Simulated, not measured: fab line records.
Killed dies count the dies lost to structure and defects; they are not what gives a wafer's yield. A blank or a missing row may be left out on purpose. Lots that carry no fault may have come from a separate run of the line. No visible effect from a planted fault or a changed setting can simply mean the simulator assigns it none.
fab line records | flow n5Finfet
record: lots: 6 | wafers: 18 | lastDay: 16
route steps=1938 shown PASSIVATION@1919
lots that met no fault: taken from a fault-free run of the same line
startH: hours from the record's opening day to when the first of the lot's shown wafers began | waitH: hours from the lot's prior step to this one | " the same as in the row above | L1.1+2: a single row standing in for several wafers | - value missing, or start not given | * or withheld: withheld | < > ~ a bound
route shown NAME@n: names a module that has steps shown in the file, with the first one's number in the route | usual: mean and standard deviation over wafers with no fault | same: alike in all rows | chamber/n: place in a boat | sites: the reading at each site | _std_site: their standard deviation | _edge_site: the outer-site mean with the inner-site mean subtracted | radiusMm: how far each site lies from the wafer's centre | mask NAME#n: copy n | behind: the last tool/chamber to shape the wafer | hold: why the lot was held/for how many hours/how that ended | device: which transistor (n, p or np) failed to switch | end of line: the tests these same wafers got at the end of their route | where a step has no rows: the recipe by itself | killed: the dies lost at the first sort to structure and to defects; this is not the yield of the wafer | map: a wafer's dies, marking killed ones x, the rest . and places with no die _
set.NAME: the setting the step ran with; set.NAME@STEP: the setting that earlier step ran with | model.NAME: the simulator's own value behind a step, which no gauge read
lots at selected steps of the route; one table per step, one row per wafer
services: from which hour (startH, from the record's first day; less than 0 if before it) a tool's chamber was out of use, for how many hours, and why
== steps ==
step: N5_PASSIVATION_EBR_40
recipe: solvent: PGMEA | ebrWidthMm: 1.5
step: N5_PASSIVATION_SOFTBAKE_39
recipe: tempC: 110 | timeS: 120
step: N5_PASSIVATION_EXPOSE_41
recipe: maskId: PASS_OPEN | na: 0.55 | defocusNm: 0 | sourceShape: conventional | sigmaOuter: 0.8 | polarization: unpolarized | targetCdNm: 40000 | doseMj: 57.25
step: N5_PASSIVATION_PEB_42
recipe: pebTempC: withheld | pebTimeS: *
step: N5_PASSIVATION_DEVELOP_43
recipe: developTimeS: 60 | rinseLiquid: diw | dry: airSpin | devTempC: 21
step: N5_PASSIVATION_HARDBAKE_45
recipe: tempC: 130 | timeS: 120
step: N5_PASSIVATION_CD_MEAS_44
recipe: targetCdNm: 40000 | landingEnergyEv: 500 | detector: seInlens
usual: cdNm: 39998/2.6
same: landingEnergyEv: 500
lot.wafer | tool     | chamber | startH | waitH | cdNm
L733.1    | cdSem-03 | 0       | 297.25 | -     | 40001
L733.4    | "        | 0       | "      | "     | 40003
L733.5    | "        | 0       | "      | "     | 39999
L741.1    | cdSem-01 | 0       | 352.77 | -     | 39999
L741.4    | "        | 0       | "      | "     | 39999
L741.5    | "        | 0       | "      | "     | 40001
L740.1    | cdSem-02 | 0       | 358.50 | -     | 39997
L740.3    | "        | 0       | "      | "     | 39999
L740.6    | "        | 0       | "      | "     | 40000
L743.2    | cdSem-03 | 0       | 359.60 | -     | 39996
L743.5    | "        | 0       | "      | "     | 39997
L743.6    | "        | 0       | "      | "     | 39998
L746.1    | cdSem-02 | 0       | 376.24 | -     | 39997
L746.4    | "        | 0       | "      | "     | 39996
L746.5    | "        | 0       | "      | "     | 39996
L749.1    | cdSem-01 | 0       | 385.58 | -     | 39999
L749.4    | "        | 0       | "      | "     | 39998
L749.6    | "        | 0       | "      | "     | 40000
step: N5_PASSIVATION_OVL_MEAS_66
recipe: pointsPerWafer: 44
usual: PASS_OPEN_OVL: -3/5.5
lot.wafer | tool       | chamber | startH | waitH | PASS_OPEN_OVL[nm]
L733.1    | overlay-01 | 0       | 297.28 | 0.0   | -14
L733.4    | "          | 0       | "      | "     | -3
L733.5    | "          | 0       | "      | "     | -11
L741.1    | overlay-02 | 0       | 352.80 | 0.0   | 2
L741.4    | "          | 0       | "      | "     | -8
L741.5    | "          | 0       | "      | "     | -5
L740.1    | overlay-01 | 0       | 358.53 | 0.0   | -9
L740.3    | "          | 0       | "      | "     | -10
L740.6    | "          | 0       | "      | "     | -9
L743.2    | overlay-01 | 0       | 359.63 | 0.0   | -3
L743.5    | "          | 0       | "      | "     | -7
L743.6    | "          | 0       | "      | "     | 0
L746.1    | overlay-02 | 0       | 376.27 | 0.0   | -4
L746.4    | "          | 0       | "      | "     | -5
L746.5    | "          | 0       | "      | "     | 1
L749.1    | overlay-02 | 0       | 385.61 | 0.0   | 0
L749.4    | "          | 0       | "      | "     | 0
L749.6    | "          | 0       | "      | "     | -1
step: N5_PASSIVATION_INSPECT_67
recipe: mode: adi | inspectInstrument: macro
usual: rawDefectCount: 2.1/1.4
lot.wafer | tool             | chamber | startH | waitH | rawDefectCount
L733.1    | defectInspect-02 | -       | 297.31 | 0.0   | 6
L733.4    | "                | -       | "      | "     | 4
L733.5    | "                | -       | "      | "     | 1
L741.1    | defectInspect-02 | -       | 352.82 | 0.0   | 1
L741.4    | "                | -       | "      | "     | 1
L741.5    | "                | -       | "      | "     | 1
L740.1    | defectInspect-01 | -       | 358.55 | 0.0   | 4
L740.3    | "                | -       | "      | "     | 1
L740.6    | "                | -       | "      | "     | 4
L743.2    | defectInspect-02 | -       | 359.65 | 0.0   | 2
L743.5    | "                | -       | "      | "     | 3
L743.6    | "                | -       | "      | "     | 2
L746.1    | defectInspect-01 | -       | 376.30 | 0.0   | 1
L746.4    | "                | -       | "      | "     | 1
L746.5    | "                | -       | "      | "     | 2
L749.1    | defectInspect-02 | -       | 385.63 | 0.0   | 2
L749.4    | "                | -       | "      | "     | 4
L749.6    | "                | -       | "      | "     | 3
step: N5_PASSIVATION_DESCUM_46
recipe: chemistry: O2 | timeS: 7.9 | sourcePowerW: 50 | biasPowerW: 20 | pressureMtorr: 20 | rfFrequencyHz: 2.712e+07 | tempC: 40 | o2FlowSccm: 225
usual: drypumpMotorCurrentA: 5.9/0.49 | oesProductAu: 0.79/0.091 | rfFwdPowerW: 49.48/0.2 | rfVppV: 243.3/1.5 | showerheadPlenumPTorr: 2.10/0.073 | throttleValvePct: 20.32/0.19
lot.wafer | tool       | chamber | startH | waitH | drypumpMotorCurrentA | oesProductAu | rfFwdPowerW | rfHoursCounterH | rfVppV | showerheadPlenumPTorr | throttleValvePct
L733.1    | rieDiel-05 | 0       | 297.41 | 0.1   | 5.2                  | 0.94         | 49.47       | 4               | 244.1  | 2.15                  | 20.18
L733.4    | "          | 1       | "      | "     | 6.2                  | 0.89         | 49.81       | 29              | 242.8  | 2.04                  | 20.18
L733.5    | "          | 3       | "      | "     | 5.3                  | 0.70         | 49.38       | -               | 240.3  | 2.06                  | 20.57
L741.1    | rieDiel-03 | 1       | 352.86 | 0.0   | 5.7                  | 0.73         | 49.47       | 165             | 244.5  | 2.18                  | 20.16
L741.4    | "          | 0       | "      | "     | 6.3                  | 0.80         | 49.87       | 90              | 241.0  | 2.03                  | 20.41
L741.5    | "          | 3       | "      | "     | 6.3                  | 0.73         | 49.40       | -               | 241.8  | 1.99                  | 20.39
L740.1    | rieDiel-03 | 3       | 358.59 | 0.0   | 6.3                  | 0.72         | 49.12       | 194             | 242.8  | 1.99                  | 20.39
L740.3    | "          | 1       | "      | "     | 5.7                  | 0.73         | 49.56       | 167             | 242.9  | 2.18                  | 20.16
L740.6    | "          | 0       | "      | "     | 6.3                  | 0.81         | 49.05       | -               | 241.7  | 2.03                  | 20.42
L743.2    | rieDiel-03 | 0       | 359.69 | 0.0   | 6.3                  | 0.81         | 49.43       | 93              | 243.2  | 2.03                  | 20.40
L743.5    | "          | 0       | "      | "     | 6.3                  | 0.81         | 49.51       | -               | 241.9  | 2.03                  | 20.44
L743.6    | "          | 1       | "      | "     | 5.7                  | 0.73         | 49.36       | -               | 246.7  | 2.18                  | 20.17
L746.1    | rieDiel-01 | 1       | 376.33 | 0.0   | 6.1                  | 0.94         | 49.47       | 8               | 246.4  | 2.23                  | 20.04
L746.4    | "          | 2       | "      | "     | 5.4                  | 0.75         | 49.21       | 148             | 243.8  | 2.19                  | 20.33
L746.5    | "          | 1       | "      | "     | 6.1                  | 0.94         | 49.58       | -               | 246.1  | 2.23                  | 20.04
L749.1    | rieDiel-01 | 1       | 385.67 | 0.0   | 6.1                  | 0.92         | 49.49       | 12              | 243.9  | 2.23                  | 20.06
L749.4    | "          | 0       | "      | "     | 5.5                  | 0.83         | 49.10       | 68              | 243.4  | 2.12                  | 19.88
L749.6    | "          | 3       | "      | "     | 5.1                  | 0.73         | 49.54       | -               | 245.4  | 2.18                  | 20.20
step: N5_PASSIVATION_PASS_ETCH_47
recipe: chemistry: CF4/O2 | target: SiNx | targetDepthA: 7700 | timeS: 385 | ionEnergyEv: 100 | pressureMtorr: 40 | sourceW: 535 | biasW: 49 | Ar_flow_sccm: 100 | cf4FlowSccm: 100 | O2_flow_sccm: 10
usual: O2_flow_sccm: 10.003/0.026 | drypumpMotorCurrentA: 5.9/0.49 | oesProductAu: 0.79/0.087 | rfFwdPowerW: 534.4/1.6 | rfVppV: 239.3/2.2 | showerheadPlenumPTorr: 2.21/0.073 | throttleValvePct: 15.80/0.21
lot.wafer | tool       | chamber | startH | waitH | O2_flow_sccm | drypumpMotorCurrentA | oesProductAu | rfFwdPowerW | rfHoursCounterH | rfVppV | showerheadPlenumPTorr | throttleValvePct
L733.1    | rieDiel-05 | 0       | 297.45 | 0.0   | 9.964        | 5.2                  | 0.94         | 532.7       | 4               | 237.3  | 2.26                  | 15.55
L733.4    | "          | 1       | "      | "     | 9.993        | 6.1                  | 0.89         | 536.4       | 29              | 240.4  | 2.16                  | 15.63
L733.5    | "          | 3       | "      | "     | 9.991        | 5.4                  | 0.70         | 537.4       | -               | 237.4  | 2.18                  | 16.12
L741.1    | rieDiel-03 | 1       | 352.89 | 0.0   | 9.976        | 5.7                  | 0.74         | 533.6       | 165             | 240.1  | 2.29                  | 15.69
L741.4    | "          | 0       | "      | "     | 10.041       | 6.3                  | 0.81         | 533.2       | 90              | 236.2  | 2.14                  | 15.84
L741.5    | "          | 3       | "      | "     | 10.016       | 6.3                  | 0.73         | 536.0       | -               | 238.4  | 2.10                  | 15.88
L740.1    | rieDiel-03 | 3       | 358.62 | 0.0   | 10.026       | 6.3                  | 0.73         | 529.6       | 194             | 239.4  | 2.10                  | 15.90
L740.3    | "          | 1       | "      | "     | 9.994        | 5.7                  | 0.74         | 535.2       | 167             | 240.9  | 2.29                  | 15.70
L740.6    | "          | 0       | "      | "     | 10.026       | 6.3                  | 0.81         | 536.6       | -               | 237.0  | 2.14                  | 15.87
L743.2    | rieDiel-03 | 0       | 359.72 | 0.0   | 9.975        | 6.3                  | 0.82         | 534.2       | 93              | 236.5  | 2.14                  | 15.87
L743.5    | "          | 0       | "      | "     | 9.983        | 6.3                  | 0.81         | 533.1       | -               | 234.5  | 2.14                  | 15.85
L743.6    | "          | 1       | "      | "     | 10.007       | 5.7                  | 0.73         | 535.7       | -               | 241.3  | 2.29                  | 15.69
L746.1    | rieDiel-01 | 1       | 376.37 | 0.0   | 9.989        | 6.1                  | 0.92         | 535.8       | 8               | 241.4  | 2.35                  | 15.46
L746.4    | "          | 2       | "      | "     | 9.995        | 5.4                  | 0.75         | 536.0       | 148             | 243.0  | 2.30                  | 15.76
L746.5    | "          | 1       | "      | "     | 9.956        | 6.1                  | 0.91         | 535.0       | -               | 243.1  | 2.35                  | 15.46
L749.1    | rieDiel-01 | 1       | 385.70 | 0.0   | 9.991        | 6.1                  | 0.91         | 535.3       | 12              | 241.3  | 2.35                  | 15.45
L749.4    | "          | 0       | "      | "     | 9.967        | 5.5                  | 0.84         | 532.2       | 68              | 242.5  | 2.24                  | 15.41
L749.6    | "          | 3       | "      | "     | 9.979        | 5.1                  | 0.74         | 531.8       | -               | 241.1  | 2.29                  | 15.71
step: N5_PASSIVATION_ETCH_54
recipe: chemistry: CHF3/O2 | target: SiO2 | targetDepthA: 8800 | CHF3_flow_sccm: 50 | O2_flow_sccm: 5 | Ar_flow_sccm: 200 | timeS: 440 | maskMaterial: PR | pressureMtorr: 30 | sourceW: 650 | biasW: 170 | ionEnergyEv: 200
usual: O2_flow_sccm: 5.002/0.015 | drypumpMotorCurrentA: 5.9/0.49 | oesProductAu: 0.79/0.087 | rfFwdPowerW: 649.1/1.8 | rfVppV: 521/4.5 | showerheadPlenumPTorr: 2.42/0.081 | throttleValvePct: 18.70/0.2
lot.wafer | tool       | chamber | startH | waitH | O2_flow_sccm | drypumpMotorCurrentA | oesProductAu | rfFwdPowerW | rfHoursCounterH | rfVppV | showerheadPlenumPTorr | throttleValvePct
L733.1    | rieDiel-05 | 0       | 297.68 | 0.1   | 5.011        | 5.2                  | 0.94         | 652.3       | 4               | 521    | 2.46                  | 18.51
L733.4    | "          | 1       | "      | "     | 5.017        | 6.2                  | 0.90         | 646.3       | 29              | 519    | 2.35                  | 18.57
L733.5    | "          | 3       | "      | "     | 5.007        | 5.4                  | 0.70         | 650.0       | -               | 516    | 2.38                  | 19.00
L741.1    | rieDiel-03 | 1       | 353.12 | 0.1   | 5.024        | 5.7                  | 0.74         | 648.8       | 165             | 524    | 2.51                  | 18.58
L741.4    | "          | 0       | "      | "     | 5.016        | 6.3                  | 0.81         | 651.1       | 90              | 512    | 2.34                  | 18.76
L741.5    | "          | 3       | "      | "     | 4.993        | 6.3                  | 0.73         | 650.3       | -               | 520    | 2.30                  | 18.79
L740.1    | rieDiel-03 | 3       | 358.85 | 0.1   | 4.982        | 6.3                  | 0.73         | 650.8       | 194             | 519    | 2.30                  | 18.78
L740.3    | "          | 1       | "      | "     | 4.978        | 5.7                  | 0.73         | 649.0       | 167             | 524    | 2.51                  | 18.56
L740.6    | "          | 0       | "      | "     | 5.004        | 6.3                  | 0.81         | 645.4       | -               | 513    | 2.33                  | 18.78
L743.2    | rieDiel-03 | 0       | 359.95 | 0.1   | 5.022        | 6.3                  | 0.81         | 646.4       | 93              | 514    | 2.33                  | 18.76
L743.5    | "          | 0       | "      | "     | 5.040        | 6.3                  | 0.81         | 652.7       | -               | 514    | 2.33                  | 18.75
L743.6    | "          | 1       | "      | "     | 4.974        | 5.7                  | 0.73         | 649.1       | -               | 524    | 2.51                  | 18.56
L746.1    | rieDiel-01 | 1       | 376.59 | 0.1   | 4.963        | 6.1                  | 0.92         | 652.2       | 9               | 527    | 2.57                  | 18.44
L746.4    | "          | 2       | "      | "     | 5.001        | 5.4                  | 0.75         | 649.1       | 148             | 527    | 2.51                  | 18.66
L746.5    | "          | 1       | "      | "     | 4.995        | 6.1                  | 0.92         | 652.1       | -               | 528    | 2.57                  | 18.43
L749.1    | rieDiel-01 | 1       | 385.93 | 0.1   | 4.998        | 6.1                  | 0.91         | 649.0       | 12              | 528    | 2.57                  | 18.43
L749.4    | "          | 0       | "      | "     | 5.022        | 5.5                  | 0.83         | 650.2       | 68              | 529    | 2.44                  | 18.29
L749.6    | "          | 3       | "      | "     | 5.004        | 5.1                  | 0.73         | 650.3       | -               | 526    | 2.51                  | 18.63
step: N5_PASSIVATION_STRIP_48
recipe: chemistry: O2 | powerW: 600 | tempC: 60 | pressureMtorr: 30 | rfFrequencyHz: 6e+07 | biasPowerW: 0 | overashFraction: 0.5 | o2FlowSccm: 225
usual: drypumpMotorCurrentA: 5.9/0.49 | oesProductAu: 0.79/0.092 | rfVppV: 3.6/2.3 | showerheadPlenumPTorr: 2.10/0.073 | tempC: 59.99/0.12 | throttleValvePct: 16.58/0.2
lot.wafer | tool       | chamber | startH | waitH | drypumpMotorCurrentA | oesProductAu | rfHoursCounterH | rfVppV | showerheadPlenumPTorr | tempC | throttleValvePct
L733.1    | rieDiel-05 | 0       | 297.97 | 0.1   | 5.2                  | 0.96         | 4               | 6.8    | 2.15                  | 60.09 | 16.44
L733.4    | "          | 1       | "      | "     | 6.2                  | 0.90         | 29              | 6.5    | 2.05                  | 59.96 | 16.45
L733.5    | "          | 3       | "      | "     | 5.4                  | 0.70         | -               | 2.6    | 2.06                  | 59.92 | 16.93
L741.1    | rieDiel-03 | 1       | 353.41 | 0.1   | 5.7                  | 0.74         | 165             | 0      | 2.18                  | 60.09 | 16.54
L741.4    | "          | 0       | "      | "     | 6.3                  | 0.83         | 91              | 9.0    | 2.03                  | 60.03 | 16.74
L741.5    | "          | 3       | "      | "     | 6.3                  | 0.69         | -               | 3.5    | 2.00                  | 60.06 | 16.55
L740.1    | rieDiel-03 | 3       | 359.14 | 0.1   | 6.4                  | 0.73         | 194             | 4.5    | 1.99                  | 59.04 | 16.71
L740.3    | "          | 1       | "      | "     | 5.7                  | 0.75         | 167             | 7.3    | 2.18                  | 59.15 | 16.43
L740.6    | "          | 0       | "      | "     | 6.3                  | 0.80         | -               | 1.9    | 2.03                  | 59.07 | 16.69
L743.2    | rieDiel-03 | 0       | 360.24 | 0.1   | 6.3                  | 0.82         | 93              | 1.3    | 2.03                  | 59.14 | 16.75
L743.5    | "          | 0       | "      | "     | 6.3                  | 0.77         | -               | 3.2    | 2.03                  | 59.05 | 16.65
L743.6    | "          | 1       | "      | "     | 5.6                  | 0.70         | -               | 4.7    | 2.18                  | 59.14 | 16.48
L746.1    | rieDiel-01 | 1       | 376.88 | 0.1   | 6.1                  | 0.93         | 9               | 5.2    | 2.24                  | 59.91 | 16.33
L746.4    | "          | 2       | "      | "     | 5.4                  | 0.74         | 149             | 3.6    | 2.19                  | 59.92 | 16.59
L746.5    | "          | 1       | "      | "     | 6.1                  | 0.90         | -               | 2.1    | 2.24                  | 59.92 | 16.26
L749.1    | rieDiel-01 | 1       | 386.22 | 0.1   | 6.1                  | 0.93         | 12              | 2.1    | 2.24                  | 59.87 | 16.29
L749.4    | "          | 0       | "      | "     | 5.5                  | 0.84         | 68              | 1.7    | 2.12                  | 60.01 | 16.19
L749.6    | "          | 3       | "      | "     | 5.1                  | 0.75         | -               | 6.0    | 2.18                  | 59.91 | 16.45
step: N5_PASSIVATION_STRIP_52
recipe: chemistry: postEtchResidueRemover | timeS: 1200 | tempC: 72.5
step: N5_PASSIVATION_PROBE_49
usual: defectLimitedYield: 91.0/1.5 | killed_at_M0_to_M3: 36/12 | killed_at_M4_up: 14/5.5 | killedAtContacts: 11/4.8 | killedAtFrontEnd: 42/12 | killedAtOther: 3.7/2.7 | killedDies: 106/18 | killedOnRim: 13/4.5 | killedOpen: 70/13 | killedShort: 35/8.2 | sort_bin_5_function: 5.3/1 | sort_bin_6_memory: 3.3/0.69 | sortNPass: 1074/18 | sortYieldPct: 91.0/1.5
same: grossDies: 1180 | killedAtBackSide: 0 | sort_bin_4_leakage[%]: 0 | sort_bin_8_speed[%]: 0
lot.wafer | tool      | chamber | startH | waitH | defectLimitedYield[%] | killed_at_M0_to_M3 | killed_at_M4_up | killedAtContacts | killedAtFrontEnd | killedAtOther | killedDies | killedOnRim | killedOpen | killedShort | sort_bin_5_function[%] | sort_bin_6_memory[%] | sortNPass | sortYieldPct[%]
L733.1    | prober-01 | -       | 300.46 | 0.0   | 91.4                  | 34                 | 11              | 12               | 41               | 4             | 102        | 14          | 58         | 44          | 5.8                    | 2.4                  | 1078      | 91.4
L733.4    | prober-01 | -       | 300.61 | 0.2   | 93.0                  | 24                 | 11              | 14               | 34               | 0             | 83         | 10          | 53         | 28          | 4.0                    | 2.9                  | 1097      | 93.0
L733.5    | prober-01 | -       | 300.66 | 0.2   | 92.8                  | 25                 | 17              | 6                | 35               | 2             | 85         | 9           | 58         | 27          | 3.9                    | 3.2                  | 1095      | 92.8
L741.1    | prober-01 | -       | 355.90 | 0.0   | 93.2                  | 31                 | 5               | 4                | 35               | 5             | 80         | 13          | 50         | 30          | 3.5                    | 3.0                  | 1100      | 93.2
L741.4    | prober-01 | -       | 356.05 | 0.2   | 91.9                  | 21                 | 10              | 16               | 46               | 3             | 96         | 7           | 69         | 26          | 4.5                    | 3.1                  | 1084      | 91.9
L741.5    | prober-01 | -       | 356.10 | 0.2   | 92.2                  | 22                 | 9               | 9                | 48               | 4             | 92         | 11          | 69         | 22          | 4.7                    | 2.8                  | 1088      | 92.2
L740.1    | prober-01 | -       | 361.63 | 0.0   | 90.8                  | 40                 | 18              | 22               | 27               | 2             | 109        | 10          | 78         | 26          | 4.7                    | 4.2                  | 1071      | 90.8
L740.3    | prober-01 | -       | 361.73 | 0.1   | 89.2                  | 40                 | 32              | 15               | 39               | 1             | 127        | 14          | 96         | 28          | 7.5                    | 3.0                  | 1053      | 89.2
L740.6    | prober-01 | -       | 361.88 | 0.3   | 92.1                  | 34                 | 16              | 23               | 18               | 2             | 93         | 14          | 72         | 21          | 4.7                    | 3.1                  | 1087      | 92.1
L743.2    | prober-01 | -       | 363.69 | 0.1   | 91.0                  | 20                 | 15              | 9                | 59               | 3             | 106        | 20          | 67         | 36          | 5.8                    | 2.8                  | 1074      | 91.0
L743.5    | prober-01 | -       | 363.84 | 0.2   | 91.1                  | 35                 | 16              | 14               | 29               | 11            | 105        | 11          | 65         | 40          | 4.8                    | 3.9                  | 1075      | 91.1
L743.6    | prober-01 | -       | 363.89 | 0.3   | 90.4                  | 42                 | 21              | 10               | 35               | 5             | 113        | 10          | 73         | 39          | 5.8                    | 3.5                  | 1067      | 90.4
L746.1    | prober-01 | -       | 379.78 | 0.0   | 88.7                  | 45                 | 15              | 6                | 66               | 1             | 133        | 26          | 87         | 46          | 6.4                    | 4.4                  | 1047      | 88.7
L746.4    | prober-01 | -       | 379.93 | 0.2   | 89.4                  | 54                 | 11              | 16               | 43               | 1             | 125        | 22          | 74         | 51          | 6.6                    | 3.5                  | 1055      | 89.4
L746.5    | prober-01 | -       | 379.98 | 0.2   | 89.7                  | 53                 | 11              | 4                | 47               | 6             | 121        | 11          | 75         | 43          | 5.9                    | 4.1                  | 1059      | 89.7
L749.1    | prober-01 | -       | 389.11 | 0.0   | 91.8                  | 33                 | 8               | 9                | 46               | 1             | 97         | 12          | 65         | 30          | 4.8                    | 3.1                  | 1083      | 91.8
L749.4    | prober-01 | -       | 389.26 | 0.2   | 91.8                  | 37                 | 14              | 17               | 27               | 2             | 97         | 11          | 67         | 28          | 4.8                    | 3.3                  | 1083      | 91.8
L749.6    | prober-01 | -       | 389.36 | 0.3   | 91.0                  | 45                 | 13              | 19               | 26               | 3             | 106        | 10          | 67         | 39          | 4.9                    | 3.7                  | 1074      | 91.0
killed by level:class
L733.1 BEOL_M1:geometricParticle:short=11 STI_FIN_REVEAL:geometricParticle:open=9 MOL_CONTACT_COAG:geometricParticle:open=9 BEOL_M3:geometricParticle:open=9 FIN_SAQP:geometricParticle:short=5 GATE_CUT:geometricParticle:short=5 BEOL_M0_SAQP:geometricParticle:open=5 DUMMY_GATE:geometricParticle:open=4
L733.4 MOL_CONTACT_COAG:geometricParticle:open=12 BEOL_M0_SAQP:geometricParticle:short=8 STI_FIN_REVEAL:geometricParticle:open=7 GATE_CUT:geometricParticle:short=5 BEOL_M4:geometricParticle:open=4 FIN_SAQP:geometricParticle:short=3 DUMMY_GATE:geometricParticle:open=3 GATE_CUT:geometricParticle:open=3
L733.5 STI_FIN_REVEAL:geometricParticle:open=15 BEOL_M4:geometricParticle:open=8 FIN_SAQP:geometricParticle:open=6 BEOL_M0_SAQP:geometricParticle:short=6 MOL_CONTACT_COAG:geometricParticle:open=5 BEOL_M4:geometricParticle:short=5 BEOL_M1:geometricParticle:open=4 BEOL_M3:geometricParticle:open=4
L741.1 FIN_SAQP:geometricParticle:open=13 BEOL_M1:geometricParticle:short=7 BEOL_M0_SAQP:geometricParticle:open=6 BEOL_M0_SAQP:geometricParticle:short=6 BEOL_M2:geometricParticle:open=6 GATE_CUT:geometricParticle:short=5 STI_FIN_REVEAL:geometricParticle:open=4 GATE_CUT:geometricParticle:open=3
L741.4 MOL_CONTACT_COAG:geometricParticle:open=15 FIN_SAQP:geometricParticle:open=8 STI_FIN_REVEAL:geometricParticle:open=8 BEOL_M0_SAQP:geometricParticle:open=7 BEOL_M4:geometricParticle:open=5 FIN_SAQP:geometricParticle:short=4 DUMMY_GATE:geometricParticle:open=4 GATE_CUT:geometricParticle:short=4
L741.5 FIN_SAQP:geometricParticle:open=10 DUMMY_GATE:geometricParticle:open=10 MOL_CONTACT_COAG:geometricParticle:open=9 FIN_SAQP:geometricParticle:short=6 STI_FIN_REVEAL:geometricParticle:open=6 BEOL_M0_SAQP:geometricParticle:open=6 BEOL_M2:geometricParticle:open=6 STARTING-WAFER:geometricParticle:open=5
L740.1 MOL_CONTACT_COAG:geometricParticle:open=17 BEOL_M0_SAQP:geometricParticle:open=10 BEOL_M3:geometricParticle:open=9 STI_FIN_REVEAL:geometricParticle:open=8 BEOL_M0_SAQP:geometricParticle:short=8 BEOL_M2:geometricParticle:open=6 FIN_SAQP:geometricParticle:open=5 MOL_CONTACT_COAG:geometricParticle:short=5
L740.3 BEOL_M4:geometricParticle:open=16 BEOL_M2:geometricParticle:open=16 MOL_CONTACT_COAG:geometricParticle:open=11 BEOL_M3:geometricParticle:open=9 STI_FIN_REVEAL:geometricParticle:open=7 BEOL_M1:geometricParticle:open=6 BEOL_M5:geometricParticle:open=6 FIN_SAQP:geometricParticle:open=5
L740.6 MOL_CONTACT_COAG:geometricParticle:open=16 BEOL_M4:geometricParticle:open=12 BEOL_M2:geometricParticle:open=11 BEOL_M3:geometricParticle:open=9 MOL_CONTACT_COAG:geometricParticle:short=7 FIN_SAQP:geometricParticle:short=4 BEOL_M0_SAQP:geometricParticle:open=4 BEOL_M0_SAQP:geometricParticle:short=4
L743.2 FIN_SAQP:geometricParticle:short=14 FIN_SAQP:geometricParticle:open=13 MOL_CONTACT_COAG:geometricParticle:open=9 BEOL_M0_SAQP:geometricParticle:short=9 GATE_CUT:geometricParticle:open=8 STI_FIN_REVEAL:geometricParticle:open=7 DUMMY_GATE:geometricParticle:open=6 BEOL_M0_SAQP:geometricParticle:open=5
L743.5 MOL_CONTACT_COAG:geometricParticle:open=11 BEOL_M0_SAQP:geometricParticle:open=10 FIN_SAQP:geometricParticle:short=7 BEOL_M2:geometricParticle:open=7 BEOL_M0_SAQP:geometricParticle:short=6 FIN_SAQP:geometricParticle:open=5 BEOL_M1:geometricParticle:open=5 BEOL_M2:geometricParticle:short=5
L743.6 BEOL_M4:geometricParticle:open=13 BEOL_M0_SAQP:geometricParticle:short=11 BEOL_M0_SAQP:geometricParticle:open=9 BEOL_M2:geometricParticle:open=8 MOL_CONTACT_COAG:geometricParticle:open=7 FIN_SAQP:geometricParticle:short=6 STI_FIN_REVEAL:geometricParticle:open=6 DUMMY_GATE:geometricParticle:open=5
L746.1 STI_FIN_REVEAL:geometricParticle:open=18 BEOL_M0_SAQP:geometricParticle:open=14 FIN_SAQP:geometricParticle:open=11 FIN_SAQP:geometricParticle:short=9 GATE_CUT:geometricParticle:short=8 BEOL_M3:geometricParticle:open=6 MOL_CONTACT_COAG:geometricParticle:open=6 BEOL_M0:geometricParticle:short=5
L746.4 BEOL_M0_SAQP:geometricParticle:short=19 MOL_CONTACT_COAG:geometricParticle:open=12 BEOL_M3:geometricParticle:open=9 FIN_SAQP:geometricParticle:open=8 BEOL_M0_SAQP:geometricParticle:open=8 BEOL_M1:geometricParticle:open=8 DUMMY_GATE:geometricParticle:open=7 GATE_CUT:geometricParticle:short=6
L746.5 BEOL_M0_SAQP:geometricParticle:open=14 FIN_SAQP:geometricParticle:open=10 FIN_SAQP:geometricParticle:short=10 STI_FIN_REVEAL:geometricParticle:open=9 BEOL_M2:geometricParticle:open=8 BEOL_M1:geometricParticle:open=7 BEOL_M0_SAQP:geometricParticle:short=6 BEOL_M4:geometricParticle:open=5
L749.1 FIN_SAQP:geometricParticle:open=13 BEOL_M0_SAQP:geometricParticle:short=10 STI_FIN_REVEAL:geometricParticle:open=9 BEOL_M0_SAQP:geometricParticle:open=9 STARTING-WAFER:geometricParticle:short=8 DUMMY_GATE:geometricParticle:open=7 MOL_CONTACT_COAG:geometricParticle:open=7 BEOL_M2:geometricParticle:open=6
L749.4 MOL_CONTACT_COAG:geometricParticle:open=11 BEOL_M0_SAQP:geometricParticle:open=9 BEOL_M2:geometricParticle:open=9 BEOL_M0_SAQP:geometricParticle:short=8 BEOL_M4:geometricParticle:open=8 FIN_SAQP:geometricParticle:open=7 MOL_CONTACT_COAG:geometricParticle:short=6 DUMMY_GATE:geometricParticle:open=4
L749.6 BEOL_M0_SAQP:geometricParticle:open=15 BEOL_M0_SAQP:geometricParticle:short=13 MOL_CONTACT_COAG:geometricParticle:open=10 BEOL_M2:geometricParticle:open=10 MOL_CONTACT_COAG:geometricParticle:short=9 FIN_SAQP:geometricParticle:open=6 BEOL_M4:geometricParticle:open=5 FIN_SAQP:geometricParticle:short=4
== services ==
tool       | chamber | startH | hours | kind
rieDiel-01 | 1       | 300.08 | 2.1   | repair
rieDiel-03 | -       | 306.71 | 2.8   | pm
rieDiel-03 | 2       | 315.09 | 11.2  | repair
rieDiel-03 | 2       | 326.38 | -     | clean
rieDiel-03 | 2       | 326.38 | -     | consumableReplace:focusRing
rieDiel-03 | 2       | 326.38 | 17.9  | scheduledDown
rieDiel-03 | 2       | 326.38 | 17.9  | ventCycle
rieDiel-05 | 3       | 331.50 | 3.1   | repair
rieDiel-05 | 2       | 334.65 | -     | clean
rieDiel-05 | 2       | 334.65 | -     | consumableReplace:focusRing
rieDiel-05 | 2       | 334.65 | 20.5  | scheduledDown
rieDiel-05 | 2       | 334.65 | 20.5  | ventCycle
rieDiel-01 | 1       | 337.69 | -     | clean
rieDiel-01 | 1       | 337.69 | -     | consumableReplace:focusRing
rieDiel-01 | 1       | 337.69 | -     | consumableReplace:showerhead
rieDiel-01 | 1       | 337.69 | 13.0  | scheduledDown
rieDiel-01 | 1       | 337.69 | 13.0  | ventCycle
rieDiel-01 | 0       | 338.64 | 8.2   | repair
rieDiel-05 | 3       | 355.31 | -     | clean
rieDiel-05 | 3       | 355.31 | -     | consumableReplace:focusRing
rieDiel-05 | 3       | 355.31 | 16.4  | scheduledDown
rieDiel-05 | 3       | 355.31 | 16.4  | ventCycle
== key ==
firstSign: step: N5_PASSIVATION_STRIP_48 | reading: tempC | direction: down | sigmas: 7.3 | usual: * | struck: *
effect none on later readings
metAt N5_PASSIVATION_STRIP_48
struckWafers L740.1,L740.3,L740.6,L743.2,L743.5,L743.6
onsetBetween 353.41 359.14
fault: kind: processParameterDrift | tool: rieDiel-03 | chamber: - | onsetH: 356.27 | steps: N5_PASSIVATION_STRIP_48 | channel: tempC | offset: * | shape: step | endH: 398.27 | actsIn: * | stated: *
